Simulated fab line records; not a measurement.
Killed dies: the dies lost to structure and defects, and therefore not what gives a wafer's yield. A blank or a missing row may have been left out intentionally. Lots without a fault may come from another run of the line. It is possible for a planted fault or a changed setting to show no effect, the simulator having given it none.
Matching of chambers	flow n5Finfet	N5_HKMG_FIN_NWFM_ALD_20 on aldMetal-04: 4 sister chambers
The step deposits TiAlC, target thk 2 nm, pulse time 3 s, purge time 2 s. 4 wafers are shown with their chamber, then 11 later ones without.

== WAFERS PAIRED WITH THEIR CHAMBERS ==
wafer	chamber	heaterPowerW (W)
L080.4	3	507
L086.1	1	436
L086.2	2	482
L088.1	0	485

== WAFERS WHOSE CHAMBER IS MISSING ==
wafer	heaterPowerW (W)
L088.2	499
L088.4	428
L095.1	494
L095.5	424
L095.6	491
L096.3	430
L096.5	487
L096.6	488
L097.1	497
L097.3	410
L097.5	490

== WHICH CHAMBER EACH WENT THROUGH ==
wafer	from the rows above	in truth
L088.2	can't be placed: 3 or 0 or 2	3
L088.4	1	1
L095.1	can't be placed: 0 or 2 or 3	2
L095.5	1	1
L095.6	can't be placed: 0 or 2 or 3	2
L096.3	1	1
L096.5	can't be placed: 0 or 2 or 3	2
L096.6	can't be placed: 0 or 2 or 3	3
L097.1	can't be placed: 3 or 0 or 2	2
L097.3	1	1
L097.5	can't be placed: 0 or 2 or 3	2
Placed correctly: 4 of 11. Cannot be placed on the basis of these rows: 7; the candidates contain the true chamber in 7. Number placed wrongly: 0.
How it was worked out, from the rows above alone: a wafer's distance from a chamber is the root of the sum, over the readings, of the square of ((its reading less the chamber's mean) divided by the reading's scatter). The wafer belongs to the nearest chamber; if the next one is less than 2 further off, it can't be placed. For every chamber, the mean is computed from those of its wafers that are shown. The scatter (one wafer shown for each chamber): square how far every hidden wafer sits from the nearest shown wafer, average those squares and take the square root.
